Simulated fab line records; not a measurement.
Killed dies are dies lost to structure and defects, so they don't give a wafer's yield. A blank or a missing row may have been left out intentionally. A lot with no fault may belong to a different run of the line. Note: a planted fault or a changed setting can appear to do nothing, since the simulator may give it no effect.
Check of tool commonality | flow nandHarc | 1 lot, 3 wafers sampled

== WHAT PROMPTED THE OPENING ==
At NHARC_END_SORT_01 the reading killedAtPeriphery is flagged on 1 of 1 lot. Wafers without a fault read 3.0, standard deviation 2.4.
Rule: a lot is flagged when every wafer of it that has a number lies more than 4 standard deviations from that mean, or none has a number. The rest of the lots are taken to be sound.

lot  | measured     | on        | killedAtPeriphery, wafer by wafer | flag
L872 | day 19 17:01 | prober-01 | 661 654 655                       | FLAGGED
Flagged lots average 656.7: +653.7 relative to the usual, that is +99 or more standard deviations.

== WHICH TOOL EACH LOT WENT THROUGH ==
The record holds 3 process steps before the reading, out of a route of 1159 steps. Cell contents, in order: the tool; ch with the chambers the sampled wafers went through; the start.
lot  | flag    | NHARC_P_GATE_EXPOSE_08          | NHARC_P_GATE_DEP_103         | NHARC_P_GATE_STRIP_75
L872 | FLAGGED | krfScanner-03 ch 0, day 4 07:28 | pecvd-03 ch 1,2, day 4 20:38 | plasmaAsher-02 ch 0,1, day 5 10:28
What the steps here do:
- NHARC_P_GATE_EXPOSE_08: exposes mask P HV.
- NHARC_P_GATE_DEP_103: deposits SiON, target thk 30 nm.
- NHARC_P_GATE_STRIP_75: strips in O2.
- NHARC_END_SORT_01

== FLAGGED AGAINST TOTAL, ONE TOOL AT A TIME (gauges that did the reading follow at the end) ==
step                   | tool           | lots run | flagged | share of the flagged lots | sound lots run after its first flagged lot
NHARC_P_GATE_EXPOSE_08 | krfScanner-03  | 1        | 1       | all                       | 0
NHARC_P_GATE_DEP_103   | pecvd-03       | 1        | 1       | all                       | 0
NHARC_P_GATE_STRIP_75  | plasmaAsher-02 | 1        | 1       | all                       | 0
NHARC_END_SORT_01      | prober-01      | 1        | 1       | all                       | 0

== WHAT IS ALLOWED BY THE TABLE ==
4 rows of the table ran every flagged lot: krfScanner-03 at NHARC_P_GATE_EXPOSE_08, pecvd-03 at NHARC_P_GATE_DEP_103, plasmaAsher-02 at NHARC_P_GATE_STRIP_75, prober-01 at NHARC_END_SORT_01.
- krfScanner-03 at NHARC_P_GATE_EXPOSE_08: 1 of its 1 lot flagged. The start can't be narrowed down: in this sample, it ran no sound lot prior to its first flagged lot.
- pecvd-03 at NHARC_P_GATE_DEP_103: 1 of its 1 lot flagged. The start can't be narrowed down: in this sample, it ran no sound lot prior to its first flagged lot.
- plasmaAsher-02 at NHARC_P_GATE_STRIP_75: 1 of its 1 lot flagged. The start can't be narrowed down: in this sample, it ran no sound lot prior to its first flagged lot.
- prober-01 at NHARC_END_SORT_01: 1 of its 1 lot flagged. The start can't be narrowed down: in this sample, it ran no sound lot prior to its first flagged lot.
These 4 tools cannot be told apart by counting lots, since each of them fits a fault that started at some hour. More lots, or a look at what each step does to the wafer, might.

== WHAT HAD BEEN PUT IN BY THE SIMULATOR ==
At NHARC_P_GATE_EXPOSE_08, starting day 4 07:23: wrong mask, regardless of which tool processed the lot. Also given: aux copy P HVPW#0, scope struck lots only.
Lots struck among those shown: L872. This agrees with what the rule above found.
